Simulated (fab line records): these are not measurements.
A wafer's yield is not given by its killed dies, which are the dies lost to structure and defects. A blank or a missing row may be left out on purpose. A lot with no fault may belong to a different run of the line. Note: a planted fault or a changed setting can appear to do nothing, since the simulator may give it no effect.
Split-lot experiment / flow n5_finfet / 21 wafers read across 7 lots, on a route 1938 steps long

ON THE SPLIT
At N5_BEOL_M8_DESCUM_33 (chemistry O2, time 7 s), the setting time_s was moved away from the recipe's 7 s on 9 of the 21 wafers read, by -21.4% to +21.9%. The other wafers ran this setting at the recipe's value.

There is no step in the file separating the split from the reading.

THE READING
CAR-EUV_of_BEOL_M8_COAT_22.thk_nm (the simulator's own value, which no gauge read), in nm, at N5_BEOL_M8_ETCH_72 (etches underlayer in N2/H2, target depth 6.5 nm, time 5.2 s). No usual value for it is given in the file. The 12 wafers here that ran the recipe average 20.2 nm, standard deviation 0.14 nm.

wafer=L075.2; tool, chamber at the split=rie_diel-06, 1; time_s as run, s=5.944; against the recipe=-15.1%; CAR-EUV_of_BEOL_M8_COAT_22.thk_nm, nm=20.8; against lot-mates on the recipe=+0.4
wafer=L075.3; tool, chamber at the split=rie_diel-06, 2; time_s as run, s=7; against the recipe=recipe; CAR-EUV_of_BEOL_M8_COAT_22.thk_nm, nm=20.4; against lot-mates on the recipe=-
wafer=L075.5; tool, chamber at the split=rie_diel-06, 0; time_s as run, s=5.944; against the recipe=-15.1%; CAR-EUV_of_BEOL_M8_COAT_22.thk_nm, nm=21; against lot-mates on the recipe=+0.6
wafer=L077.1; tool, chamber at the split=rie_diel-06, 3,1; time_s as run, s=7; against the recipe=recipe; CAR-EUV_of_BEOL_M8_COAT_22.thk_nm, nm=20.2; against lot-mates on the recipe=-
wafer=L077.2; tool, chamber at the split=rie_diel-06, 3,1; time_s as run, s=7; against the recipe=recipe; CAR-EUV_of_BEOL_M8_COAT_22.thk_nm, nm=20.2; against lot-mates on the recipe=-
wafer=L077.3; tool, chamber at the split=rie_diel-06, 2; time_s as run, s=5.643; against the recipe=-19.4%; CAR-EUV_of_BEOL_M8_COAT_22.thk_nm, nm=21; against lot-mates on the recipe=+0.8
wafer=L081.3; tool, chamber at the split=rie_diel-06, 1,2; time_s as run, s=8.421; against the recipe=+20.3%; CAR-EUV_of_BEOL_M8_COAT_22.thk_nm, nm=19.6; against lot-mates on the recipe=-0.8
wafer=L081.5; tool, chamber at the split=rie_diel-06, 1,2; time_s as run, s=8.421; against the recipe=+20.3%; CAR-EUV_of_BEOL_M8_COAT_22.thk_nm, nm=19.8; against lot-mates on the recipe=-0.6
wafer=L081.6; tool, chamber at the split=rie_diel-06, 0; time_s as run, s=7; against the recipe=recipe; CAR-EUV_of_BEOL_M8_COAT_22.thk_nm, nm=20.4; against lot-mates on the recipe=-
wafer=L085.1; tool, chamber at the split=rie_diel-05, 2,0; time_s as run, s=7; against the recipe=recipe; CAR-EUV_of_BEOL_M8_COAT_22.thk_nm, nm=20.2; against lot-mates on the recipe=-
wafer=L085.4; tool, chamber at the split=rie_diel-05, 2,0; time_s as run, s=7; against the recipe=recipe; CAR-EUV_of_BEOL_M8_COAT_22.thk_nm, nm=20.2; against lot-mates on the recipe=-
wafer=L085.3; tool, chamber at the split=rie_diel-05, 1; time_s as run, s=5.503; against the recipe=-21.4%; CAR-EUV_of_BEOL_M8_COAT_22.thk_nm, nm=21.2; against lot-mates on the recipe=+1.0
wafer=L090.2; tool, chamber at the split=rie_diel-06, 3; time_s as run, s=7; against the recipe=recipe; CAR-EUV_of_BEOL_M8_COAT_22.thk_nm, nm=20.2; against lot-mates on the recipe=-
wafer=L090.4; tool, chamber at the split=rie_diel-06, 3,0; time_s as run, s=7; against the recipe=recipe; CAR-EUV_of_BEOL_M8_COAT_22.thk_nm, nm=20; against lot-mates on the recipe=-
wafer=L090.6; tool, chamber at the split=rie_diel-06, 3,0; time_s as run, s=7; against the recipe=recipe; CAR-EUV_of_BEOL_M8_COAT_22.thk_nm, nm=20; against lot-mates on the recipe=-
wafer=L092.1; tool, chamber at the split=rie_diel-04, 1; time_s as run, s=7.634; against the recipe=+9.1%; CAR-EUV_of_BEOL_M8_COAT_22.thk_nm, nm=20; against lot-mates on the recipe=-0.4
wafer=L092.4; tool, chamber at the split=rie_diel-04, 3; time_s as run, s=7; against the recipe=recipe; CAR-EUV_of_BEOL_M8_COAT_22.thk_nm, nm=20.4; against lot-mates on the recipe=-
wafer=L092.6; tool, chamber at the split=rie_diel-04, 3; time_s as run, s=7; against the recipe=recipe; CAR-EUV_of_BEOL_M8_COAT_22.thk_nm, nm=20.4; against lot-mates on the recipe=-
wafer=L097.1; tool, chamber at the split=rie_diel-05, 1,2; time_s as run, s=8.532; against the recipe=+21.9%; CAR-EUV_of_BEOL_M8_COAT_22.thk_nm, nm=19.6; against lot-mates on the recipe=-0.8
wafer=L097.2; tool, chamber at the split=rie_diel-05, 1,2; time_s as run, s=8.532; against the recipe=+21.9%; CAR-EUV_of_BEOL_M8_COAT_22.thk_nm, nm=19.6; against lot-mates on the recipe=-0.8
wafer=L097.3; tool, chamber at the split=rie_diel-05, 3; time_s as run, s=7; against the recipe=recipe; CAR-EUV_of_BEOL_M8_COAT_22.thk_nm, nm=20.4; against lot-mates on the recipe=-
Where a row lists several chambers, the file gives one row for several wafers and doesn't say which wafer went through which chamber.

THE FIT
A straight line over all 21 wafers: CAR-EUV_of_BEOL_M8_COAT_22.thk_nm changes by -0.0345 nm for each +1% of time_s; r = -0.95; the points scatter about the line by 0.14 nm.
The same after taking each lot's own level away (the mean of its wafers on the recipe; 21 wafers): -0.0378 nm for each +1%; r = -0.99; scatter 0.082 nm.
The reading moves by 0.83 nm for the largest change in time_s, on that fit.
From 20.07 to 20.40 nm: that is the span of the lots' own levels, equal to 2.3 times the standard deviation above.
The two slopes agree, so the slope changes little with the lot-to-lot level.
Check: with one of the wafers moved furthest among these (+21.9%) left out of the fit, the line predicts -0.82 nm for it against its lot-mates. It came out at -0.8 nm against them.

OTHER SPLITS ON THESE WAFERS
Note: prior to the reading, these wafers also went through further splits. Each is held against what the fit with the lots' levels taken away leaves over:
other split on the same wafers=N5_BEOL_M7_TRENCH_ETCH_37 bias_w; wafers away from the commonest value=6; r with CAR-EUV_of_BEOL_M8_COAT_22.thk_nm (lot level and that fit taken away)=+0.06

THE WHOLE CHAIN: every reading that the file lists as answering this split, in the file's order
step=N5_BEOL_M8_DESCUM_33; what it does=chemistry O2, time 7 s; reading=CAR-EUV_of_BEOL_M8_COAT_22.thk_nm (the simulator's own value, which no gauge read); change (the file's fit)=-0.0355 nm for each +1% of the setting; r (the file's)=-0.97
step=N5_BEOL_M8_ETCH_72; what it does=etches underlayer in N2/H2, target depth 6.5 nm, time 5.2 s; reading=CAR-EUV_of_BEOL_M8_COAT_22.thk_nm (the simulator's own value, which no gauge read); change (the file's fit)=-0.0392 nm for each +1% of the setting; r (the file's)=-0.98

THE FILE'S OWN FIT
CAR-EUV_of_BEOL_M8_COAT_22.thk_nm changes by -0.0392 nm for each +1% of time_s, r = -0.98.
